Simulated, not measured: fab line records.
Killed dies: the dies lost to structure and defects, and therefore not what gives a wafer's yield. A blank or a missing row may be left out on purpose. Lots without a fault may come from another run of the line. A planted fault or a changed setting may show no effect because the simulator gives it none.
A lot that was struck, set against a sound lot | flow n5Finfet | 16 out of 1938 route steps
Sound: the wafers L890.1, L890.6. Struck: wafer L883.2. (L883.1, L883.5 of the same lot were not struck and are left out.) The cause comes at the end.
At each step with rows: each side's tool, then ch and its chambers, then its first start. Under that, the readings that differ: sound wafers | struck wafers | difference of the means | sigmas: that difference in standard deviations of wafers without a fault.
alike: a reading whose means differ by less than 2 such deviations, as well as words and numbers matching on both sides. not compared: withheld readings; readings where some wafer has no value; bounds like >300 that might hide an equal value; numbers whose values overlap and for which the record gives no deviation.
Wherever a step has rows on one side only, a row that says differs or no value, or a row with sigmas, the two part there. Non-overlapping numbers with no deviation appear without sigmas and do not part them. A reading missing from all wafers of one side parts the sides only when that side holds two or more wafers.

first, 7 steps without rows for these wafers: N5_BEOL_M4_COAT_73 (time 60 s, resist thk 5 nm); N5_BEOL_M4_COAT_05 (resist thk 30 nm); N5_BEOL_M4_EBR_07; N5_BEOL_M4_SOFTBAKE_06 (time 60 s); N5_BEOL_M4_EXPOSE_08 (exposes mask M4); N5_BEOL_M4_PEB_09 (peb time 60 s); N5_BEOL_M4_DEVELOP_10 (develop time 30 s).
N5_BEOL_M4_CD_MEAS_11 targets a cd of 16.79 nm.
  sound on cdSem-01 ch 0, day 13 09:19; struck on cdSem-02 ch 0, day 11 04:26
  alike: cdNm
N5_BEOL_M4_OVL_MEAS_12:
  sound on overlay-01 ch 0, day 13 09:21; struck on overlay-01 ch 0, day 11 04:28
  alike: M4_OVL
N5_BEOL_M4_INSPECT_13: inspects for defects (brightfield).
  sound on defectInspect-02, day 13 09:25; struck on defectInspect-02, day 11 04:32
  alike: rawDefectCount
N5_BEOL_M4_DESCUM_16: chemistry O2, time 7 s.
  sound on rieDiel-03 ch 0,3, day 13 09:29; struck on rieDiel-02 ch 1, day 11 04:34
reading                  | sound       | struck | difference | sigmas
drypumpMotorCurrentA (A) | 5.78 5.58   | 4.92   | -0.76      | -3
rfFwdPowerW (W)          | 49.84 49.27 | 48.69  | -0.87      | -3
rfVppV (V)               | 243.6 245.2 | 241.0  | -3.4       | -3
throttleValvePct (%)     | 20.55 20.87 | 20.09  | -0.62      | -2
  alike: oesProductAu, showerheadPlenumPTorr
  not compared: rfHoursCounterH
N5_BEOL_M4_ETCH_74: etches underlayer in N2/H2, target depth 6.5 nm, time 5.2 s.
  sound on rieDiel-03 ch 0,3, day 13 09:31; struck on rieDiel-02 ch 1, day 11 04:36
reading                  | sound       | struck | difference | sigmas
biasW (W)                | 150.6 149.9 | 148.7  | -1.6       | -3
drypumpMotorCurrentA (A) | 5.82 5.59   | 4.92   | -0.79      | -3
rfFwdPowerW (W)          | 817.2 817.5 | 811.7  | -5.6       | -2
  alike: etchRfOnTimeS, oesProductAu, rfVppV, showerheadPlenumPTorr, throttleValvePct
  not compared: rfHoursCounterH
N5_BEOL_M4_ETCH_63: etches SiARC in CF4, target depth 15.6 nm, time 26 s.
  sound on rieDiel-03 ch 0,3, day 13 09:32; struck on rieDiel-02 ch 1, day 11 04:37
reading                  | sound     | struck | difference | sigmas
drypumpMotorCurrentA (A) | 5.74 5.61 | 4.91   | -0.77      | -3
etchRfOnTimeS (s)        | 25.3 25.5 | 29.3   | +3.9       | +6
  alike: biasW, oesProductAu, rfFwdPowerW, rfVppV, showerheadPlenumPTorr, throttleValvePct
  not compared: rfHoursCounterH
N5_BEOL_M4_ETCH_64: etches SOC in N2/H2, target depth 75 nm, overetch 22.5 nm, time 121.9 s.
  sound on rieDiel-03 ch 0,3, day 13 09:34; struck on rieDiel-02 ch 1, day 11 04:39
reading                  | sound       | struck | difference | sigmas
drypumpMotorCurrentA (A) | 5.79 5.55   | 4.93   | -0.74      | -3
rfFwdPowerW (W)          | 837.2 843.2 | 832.7  | -7.5       | -3
throttleValvePct (%)     | 17.68 18.24 | 17.39  | -0.57      | -2
  alike: biasW, oesProductAu, rfVppV, showerheadPlenumPTorr
  not compared: rfHoursCounterH
N5_BEOL_M4_RC_MEAS_101:
  sound on prober-01 ch 0, day 13 19:56; struck on prober-01 ch 0, day 11 14:30
reading        | sound     | struck | difference | sigmas
DIBL_N (mV/V)  | 37.4 38.5 | 32.8   | -5.2       | -3
DIBL_P (mV/V)  | 37.0 38.8 | 31.1   | -6.8       | -3
IOFF_N (nA/um) | 0.17 0.21 | 0.11   | -0.08      | -3
IOFF_P (nA/um) | 0.22 0.26 | 0.16   | -0.08      | -2
ION_N (uA/um)  | 688 697   | 670    | -22        | -2
SS_P (mV/dec)  | 73.5 73.5 | 72.0   | -1.5       | -2
VT_N (mV)      | 249 245   | 258    | +11        | +3
  alike: ION_P, SS_N, VT_P
-- record jumps: 4 days separate the struck wafers' starts on either side; left off in module BEOL_M4, taken up again in module PASSIVATION, whose first shown step is the route's number 1936 --
N5_PASSIVATION_PROBE_49:
  sound on prober-01, day 18 06:06; struck on prober-01, day 15 20:11
reading          | sound | struck | difference | sigmas
killedAtFrontEnd | 46 41 | 21     | -22        | -2
  alike: defectLimitedYield, killed_at_M0_to_M3, killed_at_M4_up, killedAtContacts, killedAtOther, killedDies, killedOpen, killedShort, sort_bin_4_leakage, sort_bin_5_function, sort_bin_6_memory, sort_bin_8_speed, sortNPass, sortYieldPct

WHERE THEY PART
First at N5_BEOL_M4_DESCUM_16; last, within this record, at N5_PASSIVATION_PROBE_49.

WHY: the cause the simulator had injected
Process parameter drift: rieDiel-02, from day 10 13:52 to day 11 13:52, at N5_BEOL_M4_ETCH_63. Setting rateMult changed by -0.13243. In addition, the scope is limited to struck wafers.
